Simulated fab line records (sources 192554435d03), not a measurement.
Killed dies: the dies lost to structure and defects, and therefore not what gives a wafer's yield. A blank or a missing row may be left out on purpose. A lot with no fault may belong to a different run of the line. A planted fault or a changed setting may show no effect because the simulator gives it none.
Chamber matching + flow n5_finfet + N5_BEOL_M5_CMP_52 on cmp-02: 4 sister chambers
The step polishes, stops on SiCOH lowk, t overpolish 6.9 s, target thk 62 nm. 24 wafers are shown with their chamber, then 12 later ones without.

== WAFERS PAIRED WITH THEIR CHAMBERS ==
| wafer  | chamber | motor_current_A (A) | time_to_endpoint_s (s) | platen_rpm (rpm) |
|--------|---------|---------------------|------------------------|------------------|
| L074.1 | 1       | 5.9                 | 62.7                   | 50.04            |
| L074.3 | 3       | 7.5                 | 59.7                   | 50.05            |
| L074.5 | 0       | 5.9                 | 60.6                   | 49.92            |
| L078.1 | 3       | 7.6                 | 65.1                   | 49.97            |
| L078.2 | 0       | 5.5                 | 63.6                   | 50.05            |
| L078.3 | 1       | 5.9                 | 62.3                   | 49.96            |
| L084.1 | 3       | 7.5                 | 61.8                   | 50.02            |
| L084.3 | 0       | 5.5                 | 57.4                   | 49.96            |
| L084.5 | 0       | 5.8                 | 63.6                   | 49.97            |
| L082.3 | 2       | 5.4                 | 65.7                   | 50.02            |
| L082.4 | 1       | 5.8                 | 61.6                   | 50.01            |
| L082.5 | 3       | 7.5                 | 61.7                   | 50.03            |
| L086.2 | 1       | 6.0                 | 60.7                   | 49.96            |
| L086.4 | 2       | 5.5                 | 63.3                   | 49.99            |
| L086.6 | 0       | 5.8                 | 60.8                   | 49.95            |
| L087.2 | 1       | 6.2                 | 63.5                   | 49.98            |
| L087.3 | 0       | 5.4                 | 61.8                   | 49.93            |
| L087.4 | 2       | 5.6                 | 66.6                   | 49.96            |
| L089.1 | 2       | 5.0                 | 65.7                   | 50.01            |
| L089.3 | 3       | 7.3                 | 66.6                   | 50.03            |
| L089.4 | 1       | 6.0                 | 64.9                   | 49.98            |
| L090.1 | 1       | 5.9                 | 65.3                   | 50.00            |
| L090.2 | 2       | 5.5                 | 66.8                   | 50.01            |
| L090.3 | 3       | 7.3                 | 63.2                   | 50.03            |

SIGNATURES, as means of the wafers listed above
| reading            | chamber 0 | chamber 1 | chamber 2 | chamber 3 | scatter within a chamber |
|--------------------|-----------|-----------|-----------|-----------|--------------------------|
| motor_current_A    | 5.650     | 5.957     | 5.400     | 7.450     | 0.174                    |
| time_to_endpoint_s | 61.300    | 63.000    | 65.620    | 63.017    | 2.04                     |
| platen_rpm         | 49.9633   | 49.9900   | 49.9980   | 50.0217   | 0.0329                   |
Rule: for a wafer and a chamber, the distance is found by dividing, reading by reading, the gap between the wafer's reading and the chamber's mean by the reading's scatter, squaring, summing and taking the root. If the next closest chamber is less than 2 further off than the closest, the wafer can't be placed; otherwise it belongs to the closest. How the scatter is found: for the shown wafers, subtract from each reading the mean of its chamber, square and add these, divide the total by (wafers less chambers), then take the root.

== WAFERS WHOSE CHAMBER IS MISSING ==
| wafer  | motor_current_A (A) | time_to_endpoint_s (s) | platen_rpm (rpm) |
|--------|---------------------|------------------------|------------------|
| L091.1 | 5.9                 | 63.0                   | 50.01            |
| L091.2 | 5.5                 | 57.4                   | 50.02            |
| L091.5 | 5.7                 | 60.4                   | 49.98            |
| L093.1 | 7.5                 | 58.3                   | 49.99            |
| L093.2 | 5.8                 | 64.0                   | 50.06            |
| L093.5 | 6.0                 | 60.0                   | 49.99            |
| L095.2 | 7.5                 | 60.7                   | 50.01            |
| L095.4 | 5.6                 | 61.9                   | 50.03            |
| L095.6 | 6.2                 | 57.9                   | 50.00            |
| L097.1 | 5.5                 | 64.2                   | 49.95            |
| L097.2 | 5.8                 | 62.4                   | 50.01            |
| L097.4 | 5.5                 | 62.5                   | 50.01            |

== THE CHAMBER EACH PASSED THROUGH ==
| wafer  | from the rows above          | in truth |
|--------|------------------------------|----------|
| L091.1 | can't be placed: 1 or 0      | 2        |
| L091.2 | can't be placed: 0 or 1 or 2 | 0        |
| L091.5 | can't be placed: 0 or 1      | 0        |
| L093.1 | 3                            | 3        |
| L093.2 | can't be placed: 1 or 2 or 0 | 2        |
| L093.5 | can't be placed: 1 or 0      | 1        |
| L095.2 | 3                            | 3        |
| L095.4 | can't be placed: 0 or 2 or 1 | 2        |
| L095.6 | can't be placed: 1 or 0      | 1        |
| L097.1 | can't be placed: 0 or 2 or 1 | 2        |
| L097.2 | can't be placed: 1 or 0 or 2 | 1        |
| L097.4 | can't be placed: 2 or 0 or 1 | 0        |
Correctly placed: 2 of 12. Unplaceable from these rows: 10, with the true chamber sitting among the candidates in 9. Wrongly placed: 0.
